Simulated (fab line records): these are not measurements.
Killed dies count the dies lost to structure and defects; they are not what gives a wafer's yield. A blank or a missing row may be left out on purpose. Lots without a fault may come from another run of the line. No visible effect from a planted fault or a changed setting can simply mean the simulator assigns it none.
A struck lot beside a sound one | flow n5_finfet | 20 out of 1938 route steps
Sound: these wafers, L458.1, L458.3, L458.4. Struck: wafer L467.2 (L467.3, L467.5, from the same lot, were not struck and are left out); the cause is given at the end.
Per side, at each step with rows, come the tool, then ch with its chambers, and then its first start. Under that, the readings that differ: sound wafers | struck wafers | difference of the means | sigmas: that difference in standard deviations of wafers without a fault.
alike: readings with means less than 2 such deviations apart, plus words and numbers identical on both sides. not compared: withheld readings, readings lacking a value on some wafer, bounds such as >300 that could conceal the same value, and numbers that have no deviation in the record and whose values overlap.
Wherever a step has rows on one side only, a row that says differs or no value, or a row with sigmas, the two part there. When numbers do not overlap yet have no deviation, they are printed without sigmas and do not part them. A reading missing from all wafers of one side parts the sides only when that side holds two or more wafers.

first, 2 steps without rows for these wafers: N5_FIN_CUT_PEB_06 (peb time 60 s); N5_FIN_CUT_DEVELOP_07 (develop time 30 s).
N5_FIN_CUT_CD_MEAS_08: the cd target is 29.1 nm.
  sound on cd_sem-02 ch 0, day 2 03:41; struck on cd_sem-01 ch 0, day 4 10:34
  alike: cd_nm
N5_FIN_CUT_OVL_MEAS_09:
  sound on overlay-01 ch 0, day 2 03:43; struck on overlay-01 ch 0, day 4 10:36
  alike: FIN_CUT_OVL
N5_FIN_CUT_INSPECT_10: inspects for defects (brightfield).
  sound: defect_inspect-02 at day 2 03:47; struck: defect_inspect-02 at day 4 10:40
  alike: raw_defect_count
N5_FIN_CUT_DESCUM_13: chemistry O2, time 7 s.
  sound on rie_diel-02 ch 0,2,3, day 2 04:00; struck on rie_diel-02 ch 2, day 4 10:50
  alike: drypump_motor_current_A, oes_product_au, rf_vpp_V, showerhead_plenum_p_Torr, throttle_valve_pct
  not compared: rf_hours_counter_h
N5_FIN_CUT_ETCH_30: etches underlayer in N2/H2, target depth 13 nm, time 10.4 s.
  sound on rie_diel-02 ch 0,2,3, day 2 04:02; struck on rie_diel-02 ch 2, day 4 10:52
  alike: drypump_motor_current_A, etch_rf_on_time_s, h2_flow_sccm, oes_product_au, rf_vpp_V, showerhead_plenum_p_Torr, throttle_valve_pct
  not compared: rf_hours_counter_h
N5_FIN_CUT_ETCH_20: etches SiARC in CF4, target depth 26 nm, time 43.3 s.
  sound on rie_diel-02 ch 0,2,3, day 2 04:03; struck on rie_diel-02 ch 2, day 4 10:53
  alike: drypump_motor_current_A, etch_rf_on_time_s, oes_product_au, rf_vpp_V, showerhead_plenum_p_Torr, throttle_valve_pct
  not compared: rf_hours_counter_h
then, 3 steps without rows for these wafers: N5_FIN_CUT_ETCH_21 (etches SOC in N2/H2, target depth 219 nm, overetch 43.8 nm, time 523.5 s); N5_FIN_CUT_STRIP_23 (strips in N2/H2); N5_FIN_CUT_STRIP_31 (strips in N2/H2).
N5_FIN_CUT_STRIP_24: strips in CF4.
  sound on rie_diel-02 ch 0,2,3, day 2 04:25; struck on rie_diel-02 ch 2, day 4 11:15
  alike: drypump_motor_current_A, oes_product_au, rf_vpp_V, showerhead_plenum_p_Torr, throttle_valve_pct
  not compared: rf_hours_counter_h
N5_FIN_CUT_CUT_ETCH_26: etches SiNx in CH3F/O2, target depth 39 nm, time 55.7 s.
  sound on rie_diel-02 ch 0,2,3, day 2 04:26; struck on rie_diel-02 ch 2, day 4 11:16
  reading                                  | sound             | struck | difference | sigmas
  model.etch.depth_nm (nm)                 | 39.78 38.52 39.97 | 32.8   | -6.6       |
  model.SOC_of_FIN_CUT_COAT_18.thk_nm (nm) | 212.4 212.2 211.2 | 213.6  | +1.7       |
  alike: drypump_motor_current_A, oes_product_au, rf_vpp_V, showerhead_plenum_p_Torr, throttle_valve_pct
  not compared: rf_hours_counter_h
N5_FIN_CUT_CUT_ETCH_27: etches SiO2 in CHF3/O2, target depth 4 nm, overetch 2 nm, time 4.9 s.
  sound on rie_diel-02 ch 0,2,3, day 2 04:29; struck on rie_diel-02 ch 2, day 4 11:19
  alike: drypump_motor_current_A, oes_product_au, rf_vpp_V, showerhead_plenum_p_Torr, throttle_valve_pct
  not compared: rf_hours_counter_h
then, 2 steps without rows for these wafers: N5_FIN_CUT_PRECLEAN_35 (cleans in vHF, time 13.3 s); N5_FIN_CUT_CUT_ETCH_15 (etches Si in HBr/Cl2/O2, target depth 100 nm, bt time 10 s, time 42.4 s).
N5_FIN_CUT_CUT_ETCH_28: etches Si in HBr/Cl2/O2, target depth 6 nm, time 2.4 s.
  sound on rie_si-03 ch 0,1,2, day 2 04:41; struck on rie_si-03 ch 0, day 4 11:31
  reading                                  | sound             | struck | difference | sigmas
  model.SOC_of_FIN_CUT_COAT_18.thk_nm (nm) | 169.2 169.2 167.8 | 170.2  | +1.5       |
  alike: drypump_motor_current_A, he_backside_leak_sccm, oes_product_au, throttle_valve_pct
  not compared: rf_hours_counter_h
then, 1 step without rows for these wafers: N5_FIN_CUT_STRIP_22 (strips in N2/H2).
-- here the record skips 8 days between the struck wafers' starts before and after, leaving off in module FIN_CUT and picking up in module BEOL_M4 (first step shown: number 1111 of the route) --
N5_BEOL_M4_RC_MEAS_101:
  sound on prober-02 ch 0, day 8 15:39; struck on prober-02 ch 0, day 12 01:27
  alike: DIBL_N, DIBL_P, IOFF_N, IOFF_P, ION_N, ION_P, SS_N, SS_P, VT_N, VT_P
-- record jumps: 4 days separate the struck wafers' starts on either side; left off in module BEOL_M4, taken up again in module PASSIVATION, whose first shown step is the route's number 1936 --
N5_PASSIVATION_PROBE_49:
  record: rows for the struck wafers here (prober-02, day 16 09:36), none for the sound ones

## WHERE THEY PART
At N5_PASSIVATION_PROBE_49 and nowhere else, as far as this record goes.

WHY: what had been put in by the simulator
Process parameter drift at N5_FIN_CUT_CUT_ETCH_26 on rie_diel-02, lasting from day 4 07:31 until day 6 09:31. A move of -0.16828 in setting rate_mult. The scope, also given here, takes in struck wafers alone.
